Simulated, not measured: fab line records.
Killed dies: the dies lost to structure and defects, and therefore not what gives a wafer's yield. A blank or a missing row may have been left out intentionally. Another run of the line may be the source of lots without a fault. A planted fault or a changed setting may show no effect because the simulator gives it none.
Split-lot study :: flow n5_finfet :: on a route of 1938 steps: 7 lots, 39 wafers read

== SPLIT DETAILS ==
At N5_DUMMY_GATE_ETCH_32 (etches SiO2 in CF4, target depth 3.5 nm, time 3.9 s), the setting time_s was moved away from the recipe's 3.9 s on 12 of the 39 wafers read, by -13.6% to +10.1%. For the rest of the wafers, this setting stayed at what the recipe calls for.

The reading is taken at the split's own step.

== THE READING ==
etch.depth_nm (the simulator's own value, which no gauge read), in nm, at N5_DUMMY_GATE_ETCH_32 (etches SiO2 in CF4, target depth 3.5 nm, time 3.9 s). There is no usual value for it anywhere in the file. Here, 27 wafers ran the recipe; their average is 3.544 nm with a standard deviation of 0.08 nm.

wafer: L075.1
tool, chamber at the split: rie_si-04, 2
time_s as run, s: 3.9
against the recipe: recipe
etch.depth_nm, nm: 3.42
against lot-mates on the recipe: -

wafer: L075.2
tool, chamber at the split: rie_si-04, 1
time_s as run, s: 3.9
against the recipe: recipe
etch.depth_nm, nm: 3.479
against lot-mates on the recipe: -

wafer: L075.3
tool, chamber at the split: rie_si-04, 0
time_s as run, s: 4.289
against the recipe: +10.0%
etch.depth_nm, nm: 3.854
against lot-mates on the recipe: +0.422

wafer: L075.4
tool, chamber at the split: rie_si-04, 3
time_s as run, s: 4.289
against the recipe: +10.0%
etch.depth_nm, nm: 3.935
against lot-mates on the recipe: +0.503

wafer: L075.5
tool, chamber at the split: rie_si-04, 2
time_s as run, s: 3.9
against the recipe: recipe
etch.depth_nm, nm: 3.396
against lot-mates on the recipe: -

wafer: L075.6
tool, chamber at the split: rie_si-04, 3
time_s as run, s: 4.289
against the recipe: +10.0%
etch.depth_nm, nm: 3.874
against lot-mates on the recipe: +0.442

wafer: L076.1
tool, chamber at the split: rie_si-06, 2
time_s as run, s: 3.9
against the recipe: recipe
etch.depth_nm, nm: 3.635
against lot-mates on the recipe: -

wafer: L076.2
tool, chamber at the split: rie_si-06, 3
time_s as run, s: 3.9
against the recipe: recipe
etch.depth_nm, nm: 3.633
against lot-mates on the recipe: -

wafer: L076.3
tool, chamber at the split: rie_si-06, 0
time_s as run, s: 3.9
against the recipe: recipe
etch.depth_nm, nm: 3.592
against lot-mates on the recipe: -

wafer: L076.4
tool, chamber at the split: rie_si-06, 0
time_s as run, s: 4.188
against the recipe: +7.4%
etch.depth_nm, nm: 3.8
against lot-mates on the recipe: +0.180

wafer: L076.5
tool, chamber at the split: rie_si-06, 3
time_s as run, s: 4.188
against the recipe: +7.4%
etch.depth_nm, nm: 3.905
against lot-mates on the recipe: +0.285

wafer: L076.6
tool, chamber at the split: rie_si-06, 2
time_s as run, s: 4.188
against the recipe: +7.4%
etch.depth_nm, nm: 3.911
against lot-mates on the recipe: +0.291

wafer: L078.1
tool, chamber at the split: rie_si-04, 2
time_s as run, s: 3.9
against the recipe: recipe
etch.depth_nm, nm: 3.392
against lot-mates on the recipe: -

wafer: L078.2
tool, chamber at the split: rie_si-04, 0
time_s as run, s: 4.294
against the recipe: +10.1%
etch.depth_nm, nm: 3.838
against lot-mates on the recipe: +0.334

wafer: L078.3
tool, chamber at the split: rie_si-04, 1
time_s as run, s: 4.294
against the recipe: +10.1%
etch.depth_nm, nm: 3.806
against lot-mates on the recipe: +0.302

wafer: L078.4
tool, chamber at the split: rie_si-04, 3
time_s as run, s: 3.9
against the recipe: recipe
etch.depth_nm, nm: 3.541
against lot-mates on the recipe: -

wafer: L078.5
tool, chamber at the split: rie_si-04, 3
time_s as run, s: 3.9
against the recipe: recipe
etch.depth_nm, nm: 3.58
against lot-mates on the recipe: -

wafer: L078.6
tool, chamber at the split: rie_si-04, 2
time_s as run, s: 4.294
against the recipe: +10.1%
etch.depth_nm, nm: 3.736
against lot-mates on the recipe: +0.232

wafer: L084.1
tool, chamber at the split: rie_si-06, 0
time_s as run, s: 3.9
against the recipe: recipe
etch.depth_nm, nm: 3.579
against lot-mates on the recipe: -

wafer: L084.2
tool, chamber at the split: rie_si-06, 3
time_s as run, s: 3.9
against the recipe: recipe
etch.depth_nm, nm: 3.663
against lot-mates on the recipe: -

wafer: L084.3
tool, chamber at the split: rie_si-06, 2
time_s as run, s: 3.9
against the recipe: recipe
etch.depth_nm, nm: 3.573
against lot-mates on the recipe: -

wafer: L084.4
tool, chamber at the split: rie_si-06, 1
time_s as run, s: 3.9
against the recipe: recipe
etch.depth_nm, nm: 3.501
against lot-mates on the recipe: -

wafer: L084.5
tool, chamber at the split: rie_si-06, 1
time_s as run, s: 3.9
against the recipe: recipe
etch.depth_nm, nm: 3.517
against lot-mates on the recipe: -

wafer: L084.6
tool, chamber at the split: rie_si-06, 0
time_s as run, s: 3.9
against the recipe: recipe
etch.depth_nm, nm: 3.55
against lot-mates on the recipe: -

wafer: L085.1
tool, chamber at the split: rie_si-01, 1
time_s as run, s: 3.9
against the recipe: recipe
etch.depth_nm, nm: 3.69
against lot-mates on the recipe: -

wafer: L085.2
tool, chamber at the split: rie_si-01, 2
time_s as run, s: 3.9
against the recipe: recipe
etch.depth_nm, nm: 3.532
against lot-mates on the recipe: -

wafer: L085.3
tool, chamber at the split: rie_si-01, 0
time_s as run, s: 3.9
against the recipe: recipe
etch.depth_nm, nm: 3.489
against lot-mates on the recipe: -

wafer: L085.4
tool, chamber at the split: rie_si-01, 3
time_s as run, s: 3.9
against the recipe: recipe
etch.depth_nm, nm: 3.466
against lot-mates on the recipe: -

wafer: L085.5
tool, chamber at the split: rie_si-01, 1
time_s as run, s: 3.9
against the recipe: recipe
etch.depth_nm, nm: 3.681
against lot-mates on the recipe: -

wafer: L085.6
tool, chamber at the split: rie_si-01, 2
time_s as run, s: 3.9
against the recipe: recipe
etch.depth_nm, nm: 3.529
against lot-mates on the recipe: -

wafer: L089.1
tool, chamber at the split: rie_si-04, 0
time_s as run, s: 3.9
against the recipe: recipe
etch.depth_nm, nm: 3.535
against lot-mates on the recipe: -

wafer: L089.2
tool, chamber at the split: rie_si-04, 3
time_s as run, s: 3.9
against the recipe: recipe
etch.depth_nm, nm: 3.623
against lot-mates on the recipe: -

wafer: L089.3
tool, chamber at the split: rie_si-04, 1
time_s as run, s: 3.368
against the recipe: -13.6%
etch.depth_nm, nm: 3.024
against lot-mates on the recipe: -0.531

wafer: L089.4
tool, chamber at the split: rie_si-04, 2
time_s as run, s: 3.368
against the recipe: -13.6%
etch.depth_nm, nm: 3
against lot-mates on the recipe: -0.555

wafer: L089.5
tool, chamber at the split: rie_si-04, 0
time_s as run, s: 3.368
against the recipe: -13.6%
etch.depth_nm, nm: 3.043
against lot-mates on the recipe: -0.512

wafer: L089.6
tool, chamber at the split: rie_si-04, 1
time_s as run, s: 3.9
against the recipe: recipe
etch.depth_nm, nm: 3.506
against lot-mates on the recipe: -

wafer: L096.2
tool, chamber at the split: rie_si-06, 1
time_s as run, s: 3.9
against the recipe: recipe
etch.depth_nm, nm: 3.484
against lot-mates on the recipe: -

wafer: L096.4
tool, chamber at the split: rie_si-06, 3
time_s as run, s: 3.9
against the recipe: recipe
etch.depth_nm, nm: 3.607
against lot-mates on the recipe: -

wafer: L096.6
tool, chamber at the split: rie_si-06, 1
time_s as run, s: 3.9
against the recipe: recipe
etch.depth_nm, nm: 3.494
against lot-mates on the recipe: -

THE FIT
A straight line over all 39 wafers: etch.depth_nm changes by +0.0352 nm for each +1% of time_s; r = +0.93; the points scatter about the line by 0.08 nm.
The same after taking each lot's own level away (the mean of its wafers on the recipe; 39 wafers): +0.0377 nm for each +1%; r = +0.96; scatter 0.068 nm.
The reading moves by 0.51 nm for the largest change in time_s, on that fit.
Measured against the standard deviation above, the lots' own levels, which go from 3.4317 to 3.6200 nm, span 2.4 times it.
The two slopes agree, so the slope changes little with the lot-to-lot level.
Check: for one of the wafers moved furthest among these (-13.6%), held out of the fit, the line's prediction against its lot-mates is -0.515 nm. It came out at -0.531 nm against them.

== THE OTHER SPLITS THESE WAFERS WENT THROUGH ==
Note: prior to the reading, these wafers also went through further splits. Each is held against what the fit with the lots' levels taken away leaves over:
other split on the same wafers: N5_FIN_SAQP_ETCH_52 source_w
wafers away from the commonest value: 12
r with etch.depth_nm (lot level and that fit taken away): +0.35

other split on the same wafers: N5_DUMMY_GATE_ETCH_31 target_depth_a
wafers away from the commonest value: 15
r with etch.depth_nm (lot level and that fit taken away): -0.05

== FILE'S OWN FIT ==
etch.depth_nm changes by +0.0375 nm for each +1% of time_s, r = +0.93.
